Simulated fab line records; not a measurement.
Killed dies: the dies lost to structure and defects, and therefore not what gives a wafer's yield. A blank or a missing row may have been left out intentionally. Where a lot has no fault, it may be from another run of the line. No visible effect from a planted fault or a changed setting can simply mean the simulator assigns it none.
fab line records	flow nand-harc	part 2 of 2: steps 5 to 6 of 6
record: lots: 21	wafers: 63	last-day: 33
route steps=1302 shown A_STAIRCASE@743
lots with no fault: from the same line, run without faults
start-h: hours from the record's first day to the start of the lot's first wafer shown	wait-h: hours since the lot's step before	" identical to the entry in the row above	L1.1+2: one row covering several wafers at once	- no value, or no start given	* or withheld: withheld	< > ~ a bound
route shown NAME@n: names a module that has steps shown in the file, with the first one's number in the route	usual: mean/standard deviation of fault-free wafers	same: alike in all rows	chamber/n: place in a boat	sites: each site's reading	_std_site: their standard deviation	_edge_site: outer sites' mean less inner sites'	radius-mm: for every site, how far away it sits from the centre of the wafer	mask NAME#n: copy n	behind: tool/chamber where the wafer was last shaped	hold: why the lot was held/for how many hours/how that ended	device: the n, p or np transistor that did not switch	end of line: tests run on the same wafers once the route is complete	step lacking rows: just its recipe	killed: at the first sort, the dies lost to defects and structure; wafer yield is something else	map: dies across one wafer; x = killed, . = not, _ = none there
set.NAME: the setting as run; set.NAME@STEP: as run at that earlier step	model.NAME: the simulator's own value behind a step, which no gauge read
steps of the route over a sample of lots; a table a step, a row a wafer
services: the hour from which a tool's chamber was out of use, counted from the record's first day as start-h (under 0 if before that day), plus the number of hours and why
== steps ==
step: NHARC_A_STAIRCASE_DESCUM_252
recipe: time-s: 3	o2-flow-sccm: 200	ar-flow-sccm: 0	bias-power-w: 0	chemistry: O2
usual: chamber-pressure-mTorr: 60.01/0.056	drypump-motor-current-A: 5.6/0.42	oes-product-au: 1.003/0.0083	rf-vpp-V: 57.7/0.9	showerhead-plenum-p-Torr: 1.90/0.087	throttle-valve-pct: 11.311/0.0095
lot.wafer	tool	chamber	start-h	wait-h	chamber-pressure-mTorr	drypump-motor-current-A	oes-product-au	rf-hours-counter-h	rf-vpp-V	showerhead-plenum-p-Torr	throttle-valve-pct
L075.2	rie-diel-13	3	370.88	-	59.99	5.4	1.000	4	59.3	1.78	11.314
L075.3	"	0	"	"	59.99	6.0	0.999	4	57.5	1.85	11.315
L075.6	"	3	"	"	60.06	5.4	1.011	-	58.6	1.78	11.316
L074.3	rie-diel-13	3	374.25	-	60.00	5.4	1.005	4	58.4	1.78	11.304
L074.6	"	3	"	"	59.98	5.4	1.005	-	57.6	1.78	11.308
L074.5	"	0	"	"	60.04	6.0	0.997	-	57.2	1.85	11.314
L076.4	rie-diel-02	3	383.62	-	59.96	4.7	1.008	54	60.1	1.93	11.301
L076.1	"	1	"	"	59.99	6.4	0.986	58	56.2	1.77	11.314
L076.6	"	2	"	"	60.05	5.4	1.020	-	57.2	1.91	11.316
L077.1	rie-diel-10	3	390.35	-	59.99	5.5	1.015	41	57.3	1.81	11.304
L077.3	"	0	"	"	59.97	5.7	1.001	44	57.7	1.83	11.321
L077.6	"	0	"	"	60.07	5.7	0.992	-	57.4	1.83	11.291
L078.3	rie-diel-10	2	411.06	-	59.91	5.2	1.008	50	55.3	1.86	11.313
L078.4	"	0	"	"	59.98	5.7	1.003	60	55.7	1.83	11.303
L078.5	"	2	"	"	60.02	5.2	1.014	-	57.3	1.86	11.314
L081.3	rie-diel-02	1	438.72	-	59.97	6.4	0.996	10	59.4	2.07	11.328
L081.2	"	2	"	"	60.06	5.4	1.012	8	58.0	1.91	11.308
L081.6	"	0	"	"	60.00	5.2	0.992	-	58.7	1.97	11.311
L082.2	rie-diel-13	0	459.40	-	60.03	6.1	1.012	31	57.7	1.84	11.325
L082.4	"	1	"	"	60.01	5.9	0.996	31	59.5	1.95	11.334
L082.3	"	3	"	"	60.05	5.4	0.993	31	57.7	1.78	11.309
L083.3	rie-diel-13	0	466.23	-	60.02	6.1	1.004	32	57.4	1.84	11.321
L083.1	"	1	"	"	59.96	5.9	0.996	32	58.4	1.95	11.316
L083.2	"	3	"	"	60.04	5.4	0.991	32	57.5	1.78	11.296
L085.4	rie-diel-13	0	471.89	-	59.96	6.0	1.004	34	57.5	1.84	11.299
L085.1	"	1	"	"	59.94	5.9	1.001	34	58.1	1.95	11.328
L085.3	"	2	"	"	59.95	5.3	1.011	35	55.9	1.81	11.301
L084.1	rie-diel-10	2	476.45	-	60.06	5.2	1.002	8	56.3	1.86	11.300
L084.2	"	0	"	"	59.99	5.7	0.983	20	58.1	1.82	11.324
L084.5	"	2	"	"	60.01	5.2	1.003	-	57.6	1.86	11.303
L086.2	rie-diel-02	3	482.75	-	59.91	4.8	1.003	25	56.8	1.92	11.309
L086.3	"	2	"	"	59.98	5.4	1.017	23	57.5	1.91	11.316
L086.5	"	3	"	"	59.93	4.8	1.013	-	58.4	1.92	11.301
L087.4	rie-diel-10	3	483.37	-	59.92	5.5	1.009	25	57.3	1.80	11.323
L087.2	"	1	"	"	59.99	5.7	0.999	22	57.6	1.91	11.322
L087.5	"	0	"	"	59.94	5.7	1.006	-	57.8	1.82	11.311
L088.2	rie-diel-13	1	512.13	-	60.06	5.9	0.997	48	57.8	1.94	11.300
L088.1	"	2	"	"	60.06	5.3	0.998	48	58.5	1.81	11.299
L088.6	"	2	"	"	60.06	5.3	1.009	-	57.7	1.81	11.315
L091.1	rie-diel-13	1	544.98	-	60.00	5.9	1.009	3	57.6	1.94	11.294
L091.6	"	0	"	"	59.91	6.0	1.009	-	57.8	1.84	11.299
L091.5	"	1	"	"	60.07	5.9	1.010	-	58.7	1.94	11.327
L090.2	rie-diel-13	2	545.34	-	60.14	5.3	0.988	3	57.5	1.81	11.318
L090.6	"	3	"	"	59.95	5.4	1.007	-	59.1	2.08	11.315
L090.5	"	0	"	"	60.09	6.0	1.002	-	55.9	1.84	11.305
L092.2	rie-diel-02	0	557.79	-	59.99	5.2	1.003	49	58.5	1.96	11.320
L092.4	"	1	"	"	60.09	6.4	0.997	53	58.6	2.06	11.298
L092.3	"	2	"	"	59.96	5.4	0.999	49	56.8	1.90	11.309
L093.4	rie-diel-13	3	557.95	-	59.98	5.4	1.002	9	57.9	2.07	11.319
L093.1	"	0	"	"	59.97	6.1	1.009	9	56.6	1.83	11.312
L093.6	"	2	"	"	59.89	5.3	0.982	-	56.9	1.81	11.306
L094.3	rie-diel-02	1	567.65	-	60.05	6.4	1.001	55	57.8	2.06	11.304
L094.2	"	2	"	"	59.97	5.4	0.997	51	56.3	1.90	11.304
L094.6	"	1	"	"	60.02	6.4	1.002	-	58.5	2.06	11.311
L096.2	rie-diel-13	2	585.99	-	60.01	5.4	0.990	20	56.5	1.80	11.297
L096.1	"	3	"	"	60.03	5.4	1.012	21	58.3	2.07	11.319
L096.6	"	1	"	"	60.04	5.9	1.005	-	58.6	1.94	11.324
L095.2	rie-diel-02	1	586.28	-	60.01	6.4	0.995	2	59.0	2.06	11.311
L095.4	"	2	"	"	60.07	5.4	1.002	2	58.1	1.90	11.315
L095.1	"	0	"	"	60.08	5.3	1.004	2	57.8	1.96	11.313
L097.1	rie-diel-13	3	591.56	-	60.03	5.4	1.008	23	58.7	2.07	11.291
L097.2	"	2	"	"	59.90	5.3	1.002	21	57.4	1.80	11.313
L097.5	"	0	"	"	59.96	6.1	1.017	-	57.9	1.83	11.315
step: NHARC_A_STAIRCASE_ETCH_253
recipe: target-depth-a: 500	time-s: 20.2	ion-energy-ev: 400	c4f8-flow-sccm: 20	o2-flow-sccm: 10	ar-flow-sccm: withheld	rf-w: 600	bias-w: 1000	chemistry: C4F8/O2
usual: chamber-pressure-mTorr: 25.001/0.022	oes-product-au: 0.954/0.016	rf-vpp-V: 895/5.7
lot.wafer	tool	chamber	start-h	wait-h	chamber-pressure-mTorr	oes-product-au	rf-hours-counter-h	rf-vpp-V
L075.3	rie-diel-13	2	371.04	0.1	25.004	0.952	4	890
L075.2	"	1	"	"	24.986	0.932	4	899
L075.6	"	3	"	"	25.026	0.943	-	888
L074.3	rie-diel-13	2	374.34	0.1	24.961	0.979	5	890
L074.6	"	0	"	"	25.026	0.944	-	892
L074.5	"	1	"	"	24.996	0.971	-	897
L076.1	rie-diel-02	0	383.71	0.1	24.991	0.975	56	900
L076.4	"	2	"	"	24.963	0.971	55	896
L076.6	"	3	"	"	25.009	0.975	-	898
L077.1	rie-diel-10	3	390.44	0.1	25.006	0.944	41	890
L077.3	"	1	"	"	24.980	0.950	37	897
L077.6	"	0	"	"	25.010	0.937	-	892
L078.3	rie-diel-10	3	411.16	0.1	24.990	0.958	54	891
L078.4	"	0	"	"	25.033	0.944	60	891
L078.5	"	2	"	"	24.997	0.944	-	892
L081.3	rie-diel-02	0	438.80	0.1	24.983	0.918	10	898
L081.2	"	2	"	"	24.972	0.934	8	897
L081.6	"	3	"	"	25.010	0.938	-	897
L082.2	rie-diel-13	3	459.49	0.1	24.977	0.973	31	888
L082.4	"	0	"	"	24.982	0.954	31	892
L082.3	"	1	"	"	25.037	0.955	31	899
L083.1	rie-diel-13	3	466.38	0.1	24.989	0.960	32	887
L083.3	"	0	"	"	24.989	0.946	32	892
L083.2	"	1	"	"	24.994	0.948	33	898
L085.1	rie-diel-13	2	471.99	0.1	24.993	0.978	35	890
L085.4	"	3	"	"	25.037	0.966	34	887
L085.3	"	0	"	"	24.999	0.949	34	892
L084.2	rie-diel-10	2	476.57	0.1	25.007	0.946	8	892
L084.1	"	3	"	"	25.025	0.941	22	889
L084.5	"	2	"	"	25.007	0.946	-	893
L086.3	rie-diel-02	3	482.84	0.1	25.025	0.962	25	897
L086.2	"	2	"	"	25.001	0.932	23	893
L086.5	"	0	"	"	25.013	0.957	-	899
L087.2	rie-diel-10	3	483.50	0.1	24.999	0.936	25	889
L087.4	"	2	"	"	24.987	0.933	10	893
L087.5	"	0	"	"	25.003	0.945	-	891
L088.1	rie-diel-13	1	512.23	0.1	24.973	0.954	48	898
L088.2	"	2	"	"	25.006	0.960	48	890
L088.6	"	3	"	"	25.005	0.970	-	886
L091.1	rie-diel-13	3	545.07	0.1	24.986	0.984	3	907
L091.6	"	2	"	"	24.982	0.950	-	890
L091.5	"	3	"	"	24.986	0.974	-	906
L090.2	rie-diel-13	3	545.42	0.1	24.975	0.958	3	906
L090.6	"	2	"	"	25.007	0.929	-	889
L090.5	"	3	"	"	25.014	0.957	-	907
L092.3	rie-diel-02	2	557.87	0.1	24.964	0.976	49	895
L092.4	"	3	"	"	25.017	0.966	55	897
L092.2	"	0	"	"	25.004	0.956	49	899
L093.1	rie-diel-13	2	558.15	0.2	24.995	0.927	8	888
L093.4	"	1	"	"	24.976	0.948	9	898
L093.6	"	2	"	"	24.975	0.930	-	890
L094.2	rie-diel-02	2	567.74	0.1	25.005	0.951	51	895
L094.3	"	0	"	"	25.029	0.968	51	899
L094.6	"	1	"	"	25.005	0.950	-	904
L096.2	rie-diel-13	3	586.10	0.1	25.003	0.978	21	904
L096.1	"	1	"	"	25.016	0.949	19	898
L096.6	"	3	"	"	25.026	0.968	-	907
L095.2	rie-diel-02	0	586.37	0.1	25.014	0.972	2	899
L095.1	"	1	"	"	25.019	0.954	2	904
L095.4	"	3	"	"	25.005	0.971	1	895
L097.1	rie-diel-13	2	591.65	0.1	25.011	0.950	21	890
L097.2	"	0	"	"	24.960	0.940	20	890
L097.5	"	2	"	"	24.987	0.951	-	889
== services ==
tool	chamber	start-h	hours	kind
rie-diel-13	0	353.23	-	clean
rie-diel-13	1	353.23	-	clean
rie-diel-13	1	353.23	-	consumable-replace:focus-ring
rie-diel-13	2	353.23	-	clean
rie-diel-13	2	353.23	-	consumable-replace:focus-ring
rie-diel-13	3	353.23	-	clean
plasma-asher-01	-	359.11	8.5	repair
rie-diel-02	2	360.98	4.4	repair
rie-diel-13	-	375.05	0.7	repair
rie-diel-13	0	377.75	-	clean
rie-diel-13	1	377.75	-	clean
rie-diel-02	-	393.83	9.0	pm
rie-diel-10	-	420.03	9.0	pm
plasma-asher-02	-	426.00	9.0	pm
rie-diel-02	2	432.93	5.3	repair
plasma-asher-02	-	438.11	1.2	repair
rie-diel-10	2	441.16	33.4	repair
rie-diel-02	2	477.98	4.5	repair
rie-diel-02	2	488.79	12.6	repair
plasma-asher-01	-	490.20	1.0	repair
rie-diel-02	0	499.98	5.0	repair
plasma-asher-01	-	519.05	9.0	pm
rie-diel-13	-	521.23	9.0	pm
rie-diel-13	0	585.30	4.4	repair
